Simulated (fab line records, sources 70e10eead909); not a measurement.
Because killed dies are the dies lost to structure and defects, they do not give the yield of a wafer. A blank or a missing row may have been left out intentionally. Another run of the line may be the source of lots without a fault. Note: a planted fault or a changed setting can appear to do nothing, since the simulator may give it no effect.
Matching of chambers ; flow nand harc ; NHARC_A_SLIT_DEP_23 on pecvd-02: 3 sister chambers
The step deposits SiON, target thk 100 nm. 16 wafers are shown with their chamber, then 8 later ones without.

== WAFERS WITH THEIR CHAMBER ==
wafer;chamber;heater power w (W);susceptor temp C (C);chamber pressure Torr (Torr)
L075.1;0;874;400.02;3.505
L075.2;1;853;399.90;3.493
L075.4;2;685;400.27;3.505
L080.1;1;781;399.80;3.506
L080.2;0;795;399.82;3.499
L080.4;2;558;399.82;3.495
L084.2;0;765;400.07;3.510
L084.4;0;771;400.26;3.491
L084.6;2;699;399.59;3.490
L085.2;2;678;399.80;3.501
L085.3;1;849;400.09;3.507
L085.4;1;867;399.88;3.505
L091.1;1;830;400.00;3.494
L091.3;2;642;400.02;3.510
L091.4;1;854;400.27;3.495
L093.1;1;877;400.47;3.510

SIGNATURES (means of the wafers above)
reading;chamber 0;chamber 1;chamber 2;scatter within a chamber
heater power w;801.25;844.43;652.40;45.1
susceptor temp C;400.0425;400.0586;399.9000;0.233
chamber pressure Torr;3.50125;3.50143;3.50020;0.00763
Rule: a wafer's distance from a chamber is the root of the sum, over the readings, of the square of ((its reading less the chamber's mean) divided by the reading's scatter). The wafer belongs to the nearest chamber; if the next one is less than 2 further off, it can't be placed. The scatter: take each reading less its chamber's mean, square it, sum over the shown wafers, divide by the number of wafers less the number of chambers, and take the root.

== WAFERS MISSING THEIR CHAMBER ==
wafer;heater power w (W);susceptor temp C (C);chamber pressure Torr (Torr)
L093.3;641;399.67;3.510
L093.5;857;400.07;3.499
L094.3;864;400.23;3.507
L094.4;917;400.00;3.499
L094.5;647;399.97;3.489
L095.1;787;400.05;3.499
L095.4;793;399.96;3.501
L095.5;661;399.57;3.507

== WHICH CHAMBER EACH ONE RAN IN ==
wafer;from the rows above;in truth
L093.3;2;2
L093.5;can't be placed: 1 or 0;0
L094.3;can't be placed: 1 or 0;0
L094.4;can't be placed: 1 or 0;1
L094.5;2;2
L095.1;can't be placed: 0 or 1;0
L095.4;can't be placed: 0 or 1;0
L095.5;2;2
Placed correctly: 3 of 8. Not placeable from these rows: 5 (in 5, the candidates include the true chamber). Placed wrongly: 0.
